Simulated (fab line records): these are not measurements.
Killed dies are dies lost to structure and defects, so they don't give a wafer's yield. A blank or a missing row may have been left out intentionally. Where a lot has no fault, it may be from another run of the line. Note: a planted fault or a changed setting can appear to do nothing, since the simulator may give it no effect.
Which of the tools did it? :: flow nand harc :: 39 wafers from 13 lots sampled at 5 of the route's 1302 steps

## WHAT EACH GAUGE READ, for each wafer
NHARC_END_SORT_01.
lot: L348
measured: day 30 07:48
on: prober-02
killed at array: 671 671 671
killed at other: 0 0 0
killed at periphery: 6 6 6
killed dies: 677 677 677
killed open: 1 4 5
killed short: 2 1 1

lot: L349
measured: day 30 07:50
on: prober-01
killed at array: 671 668 673
killed at other: 0 0 0
killed at periphery: 6 9 4
killed dies: 677 677 677
killed open: 4 5 2
killed short: 7 3 2

lot: L350
measured: day 30 15:35
on: prober-02
killed at array: 660 666 669
killed at other: 0 1 0
killed at periphery: 17 10 8
killed dies: 677 677 677
killed open: 7 1 4
killed short: 6 2 2

## WHICH TOOL RAN EACH LOT (tool, then ch and the chambers of the sampled wafers, then the start)
lot: L336
NHARC_A_CHANNEL_FILL_D1_ALD_16: ald hk-04 ch 0,1,3, day 9 22:34
NHARC_A_CHANNEL_FILL_D1_ALD_25: ald hk-03 ch 0,2, day 10 22:56
NHARC_A_CHANNEL_FILL_D1_CMP_10: cmp-03 ch 0,1, day 11 09:38
NHARC_A_DECK1_JOINT_CVD_12: lpcvd poly-02 ch 0, day 11 17:23

lot: L335
NHARC_A_CHANNEL_FILL_D1_ALD_16: ald hk-04 ch 1,3, day 9 22:42
NHARC_A_CHANNEL_FILL_D1_ALD_25: ald hk-01 ch 1,2,3, day 10 22:19
NHARC_A_CHANNEL_FILL_D1_CMP_10: cmp-04 ch 0,1, day 11 09:38
NHARC_A_DECK1_JOINT_CVD_12: lpcvd poly-02 ch 0, day 11 17:23

lot: L337
NHARC_A_CHANNEL_FILL_D1_ALD_16: ald hk-03 ch 0,2,3, day 10 15:34
NHARC_A_CHANNEL_FILL_D1_ALD_25: ald hk-03 ch 1,2,3, day 11 15:58
NHARC_A_CHANNEL_FILL_D1_CMP_10: cmp-03 ch 0,1,2, day 12 03:26
NHARC_A_DECK1_JOINT_CVD_12: lpcvd poly-04 ch 0, day 12 11:21

lot: L339
NHARC_A_CHANNEL_FILL_D1_ALD_16: ald hk-04 ch 1,2, day 10 22:44
NHARC_A_CHANNEL_FILL_D1_ALD_25: ald hk-03 ch 0,1,2, day 12 00:43
NHARC_A_CHANNEL_FILL_D1_CMP_10: cmp-03 ch 0,1,3, day 12 10:16
NHARC_A_DECK1_JOINT_CVD_12: lpcvd poly-01 ch 0, day 12 18:23

lot: L341
NHARC_A_CHANNEL_FILL_D1_ALD_16: ald hk-04 ch 0,3, day 12 01:14
NHARC_A_CHANNEL_FILL_D1_ALD_25: ald hk-04 ch 1,3, day 13 01:49
NHARC_A_CHANNEL_FILL_D1_CMP_10: cmp-04 ch 0,2, day 13 12:29
NHARC_A_DECK1_JOINT_CVD_12: lpcvd poly-02 ch 0, day 13 20:31

lot: L345
NHARC_A_CHANNEL_FILL_D1_ALD_16: ald hk-04 ch 0,2, day 13 22:11
NHARC_A_CHANNEL_FILL_D1_ALD_25: ald hk-01 ch 0,3, day 15 00:35
NHARC_A_CHANNEL_FILL_D1_CMP_10: cmp-02 ch 0,1,3, day 15 11:22
NHARC_A_DECK1_JOINT_CVD_12: lpcvd poly-04 ch 0, day 15 19:18

lot: L347
NHARC_A_CHANNEL_FILL_D1_ALD_16: ald hk-03 ch 1,2,3, day 14 09:01
NHARC_A_CHANNEL_FILL_D1_ALD_25: ald hk-03 ch 0,2, day 15 10:59
NHARC_A_CHANNEL_FILL_D1_CMP_10: cmp-02 ch 0,1,2, day 15 22:18
NHARC_A_DECK1_JOINT_CVD_12: lpcvd poly-02 ch 0, day 16 06:28

lot: L348
NHARC_A_CHANNEL_FILL_D1_ALD_16: ald hk-03 ch 1,2,3, day 15 06:22
NHARC_A_CHANNEL_FILL_D1_ALD_25: ald hk-03 ch 0,1,2, day 16 07:03
NHARC_A_CHANNEL_FILL_D1_CMP_10: cmp-03 ch 1,2,3, day 16 18:42
NHARC_A_DECK1_JOINT_CVD_12: lpcvd poly-04, day 17 05:02

lot: L349
NHARC_A_CHANNEL_FILL_D1_ALD_16: ald hk-03 ch 0,1,3, day 15 10:28
NHARC_A_CHANNEL_FILL_D1_ALD_25: ald hk-04 ch 0,1,2, day 16 15:14
NHARC_A_CHANNEL_FILL_D1_CMP_10: cmp-03 ch 0,1,2, day 17 02:36
NHARC_A_DECK1_JOINT_CVD_12: lpcvd poly-02, day 17 10:22

lot: L350
NHARC_A_CHANNEL_FILL_D1_ALD_16: ald hk-04 ch 1,2,3, day 15 15:09
NHARC_A_CHANNEL_FILL_D1_ALD_25: ald hk-03 ch 1,2,3, day 16 15:14
NHARC_A_CHANNEL_FILL_D1_CMP_10: cmp-04 ch 0,1,3, day 17 02:36
NHARC_A_DECK1_JOINT_CVD_12: lpcvd poly-02, day 17 10:22

lot: L354
NHARC_A_CHANNEL_FILL_D1_ALD_16: ald hk-01 ch 1,2,3, day 17 10:54
NHARC_A_CHANNEL_FILL_D1_ALD_25: ald hk-03 ch 0,2,3, day 18 12:48
NHARC_A_CHANNEL_FILL_D1_CMP_10: cmp-04 ch 2,3, day 18 22:59
NHARC_A_DECK1_JOINT_CVD_12: lpcvd poly-02 ch 0, day 19 06:47

lot: L357
NHARC_A_CHANNEL_FILL_D1_ALD_16: ald hk-04 ch 0,1,3, day 18 08:58
NHARC_A_CHANNEL_FILL_D1_ALD_25: ald hk-03 ch 0,1,3, day 19 09:12
NHARC_A_CHANNEL_FILL_D1_CMP_10: cmp-03 ch 0,1,2, day 19 19:52
NHARC_A_DECK1_JOINT_CVD_12: lpcvd poly-04 ch 0, day 20 03:47

lot: L358
NHARC_A_CHANNEL_FILL_D1_ALD_16: ald hk-03 ch 0,3, day 18 20:53
NHARC_A_CHANNEL_FILL_D1_ALD_25: ald hk-01 ch 0,2,3, day 19 21:43
NHARC_A_CHANNEL_FILL_D1_CMP_10: cmp-03 ch 0,3, day 20 08:18
NHARC_A_DECK1_JOINT_CVD_12: lpcvd poly-01 ch 0, day 20 16:13
- NHARC_A_CHANNEL_FILL_D1_ALD_16: deposits SiO2, target thk 1.5 nm, pulse time 10 s, ald cycles 15.
- NHARC_A_CHANNEL_FILL_D1_ALD_25: deposits SiOx, target thk 60 nm, pulse time 10 s, ald cycles 600.
- NHARC_A_CHANNEL_FILL_D1_CMP_10: polishes, target thk 150 nm.
- NHARC_A_DECK1_JOINT_CVD_12: deposits poly-Si, target thk 90 nm, time 1800 s.

## WHAT THE TOOLS THEMSELVES READ (means of the sampled wafers that have a number; where no wafer has one, the mark that the record gives instead)
NHARC_A_CHANNEL_FILL_D1_ALD_16.
lot: L336
tool: ald hk-04
heater power w (W): 415
precursor pulse height rel: 1.006

lot: L335
tool: ald hk-04
heater power w (W): 424
precursor pulse height rel: 0.987

lot: L337
tool: ald hk-03
heater power w (W): 509
precursor pulse height rel: 0.998

lot: L339
tool: ald hk-04
heater power w (W): 427
precursor pulse height rel: 0.990

lot: L341
tool: ald hk-04
heater power w (W): 438
precursor pulse height rel: 1.003

lot: L345
tool: ald hk-04
heater power w (W): 448
precursor pulse height rel: 0.999

lot: L347
tool: ald hk-03
heater power w (W): 530
precursor pulse height rel: 1.002

lot: L348
tool: ald hk-03
heater power w (W): 539
precursor pulse height rel: 0.996

lot: L349
tool: ald hk-03
heater power w (W): 493
precursor pulse height rel: 0.999

lot: L350
tool: ald hk-04
heater power w (W): 449
precursor pulse height rel: 1.005

lot: L354
tool: ald hk-01
heater power w (W): 491
precursor pulse height rel: 1.026

lot: L357
tool: ald hk-04
heater power w (W): 436
precursor pulse height rel: 1.013

lot: L358
tool: ald hk-03
heater power w (W): 521
precursor pulse height rel: 0.999

NHARC_A_CHANNEL_FILL_D1_ALD_25.
lot: L336
tool: ald hk-03
heater power w (W): 463
precursor pulse height rel: 0.988

lot: L335
tool: ald hk-01
heater power w (W): 483
precursor pulse height rel: 1.035

lot: L337
tool: ald hk-03
heater power w (W): 534
precursor pulse height rel: 0.995

lot: L339
tool: ald hk-03
heater power w (W): 482
precursor pulse height rel: 1.012

lot: L341
tool: ald hk-04
heater power w (W): 447
precursor pulse height rel: 0.997

lot: L345
tool: ald hk-01
heater power w (W): 511
precursor pulse height rel: 1.005

lot: L347
tool: ald hk-03
heater power w (W): 469
precursor pulse height rel: 1.000

lot: L348
tool: ald hk-03
heater power w (W): 487
precursor pulse height rel: 0.998

lot: L349
tool: ald hk-04
heater power w (W): 432
precursor pulse height rel: 1.006

lot: L350
tool: ald hk-03
heater power w (W): 541
precursor pulse height rel: 1.014

lot: L354
tool: ald hk-03
heater power w (W): 529
precursor pulse height rel: 1.015

lot: L357
tool: ald hk-03
heater power w (W): 488
precursor pulse height rel: 1.007

lot: L358
tool: ald hk-01
heater power w (W): 504
precursor pulse height rel: 0.989

NHARC_A_CHANNEL_FILL_D1_CMP_10.
lot: L336
tool: cmp-03
motor current A (A): 11.6
slurry flow ml min: 150.0
time to endpoint s (s): 12.9

lot: L335
tool: cmp-04
motor current A (A): 12.3
slurry flow ml min: 149.6
time to endpoint s (s): 15.9

lot: L337
tool: cmp-03
motor current A (A): 12.0
slurry flow ml min: 149.7
time to endpoint s (s): 18.4

lot: L339
tool: cmp-03
motor current A (A): 11.7
slurry flow ml min: 150.3
time to endpoint s (s): 15.7

lot: L341
tool: cmp-04
motor current A (A): 12.5
slurry flow ml min: 150.6
time to endpoint s (s): 13.8

lot: L345
tool: cmp-02
motor current A (A): 11.7
slurry flow ml min: 150.3
time to endpoint s (s): 15.8

lot: L347
tool: cmp-02
motor current A (A): 11.6
slurry flow ml min: 150.0
time to endpoint s (s): 15.3

lot: L348
tool: cmp-03
motor current A (A): 11.3
slurry flow ml min: 149.8
time to endpoint s (s): 13.0

lot: L349
tool: cmp-03
motor current A (A): 11.6
slurry flow ml min: 150.1
time to endpoint s (s): 15.7

lot: L350
tool: cmp-04
motor current A (A): 12.5
slurry flow ml min: 150.1
time to endpoint s (s): 17.4

lot: L354
tool: cmp-04
motor current A (A): 12.3
slurry flow ml min: 149.8
time to endpoint s (s): 14.0

lot: L357
tool: cmp-03
motor current A (A): 11.4
slurry flow ml min: 149.7
time to endpoint s (s): 15.2

lot: L358
tool: cmp-03
motor current A (A): 11.6
slurry flow ml min: 150.0
time to endpoint s (s): 16.0

NHARC_A_DECK1_JOINT_CVD_12.
lot: L336
tool: lpcvd poly-02
pressure mtorr (mTorr): 199.7
run length s (s): 1801.7
spike tc lower C (C): 618.5

lot: L335
tool: lpcvd poly-02
pressure mtorr (mTorr): 199.4
run length s (s): 1801.2
spike tc lower C (C): 618.6

lot: L337
tool: lpcvd poly-04
pressure mtorr (mTorr): 199.9
run length s (s): 1801.5
spike tc lower C (C): 619.4

lot: L339
tool: lpcvd poly-01
pressure mtorr (mTorr): 200.4
run length s (s): 1801.1
spike tc lower C (C): 621.8

lot: L341
tool: lpcvd poly-02
pressure mtorr (mTorr): 199.9
run length s (s): 1801.7
spike tc lower C (C): 619.8

lot: L345
tool: lpcvd poly-04
pressure mtorr (mTorr): 200.3
run length s (s): 1801.5
spike tc lower C (C): 619.3

lot: L347
tool: lpcvd poly-02
pressure mtorr (mTorr): 200.3
run length s (s): 1801.2
spike tc lower C (C): 618.2

lot: L348
tool: lpcvd poly-04
pressure mtorr (mTorr): -
run length s (s): -
spike tc lower C (C): -

lot: L349
tool: lpcvd poly-02
pressure mtorr (mTorr): -
run length s (s): -
spike tc lower C (C): -

lot: L350
tool: lpcvd poly-02
pressure mtorr (mTorr): -
run length s (s): -
spike tc lower C (C): -

lot: L354
tool: lpcvd poly-02
pressure mtorr (mTorr): 200.2
run length s (s): 1802.1
spike tc lower C (C): 619.1

lot: L357
tool: lpcvd poly-04
pressure mtorr (mTorr): 200.0
run length s (s): 1801.8
spike tc lower C (C): 620.7

lot: L358
tool: lpcvd poly-01
pressure mtorr (mTorr): 200.0
run length s (s): 1801.4
spike tc lower C (C): 621.5

## THE ANSWER, worked out from the rows above alone
Rule: the usual values come from the lots themselves. Put in order of their means at a reading, lots are off if they are a third of the lots or fewer, leave a main group of 4 or more, and stand apart from it by a gap of 3 or more times the standard deviation of the main group's means; of several such gaps the widest counts. Not used: any main group whose means are identical at the precision the tables above print for the reading. A lot without any number at a reading at which 4 lots or more have one is off too. The other lots that the step has rows for count as sound. After the gauges, taken in route order, come the tools' own readings; for these a lot's mean is taken, as printed above. The first step at which some lot is off is used, and at that step the reading that is off furthest; a lot without a number counts as furthest.
Off at NHARC_A_DECK1_JOINT_CVD_12 (pressure mtorr): L348, L349, L350. Without a number there: L348, L349, L350. The main group has a mean of 200.0 mTorr with a standard deviation of 0.29.
If a tool, at that step or one of the process steps before it, ran each lot that is off and ran no sound lot following the first of them, it fits. No candidate that was tried fits.

## WHAT HAD BEEN PUT IN BY THE SIMULATOR
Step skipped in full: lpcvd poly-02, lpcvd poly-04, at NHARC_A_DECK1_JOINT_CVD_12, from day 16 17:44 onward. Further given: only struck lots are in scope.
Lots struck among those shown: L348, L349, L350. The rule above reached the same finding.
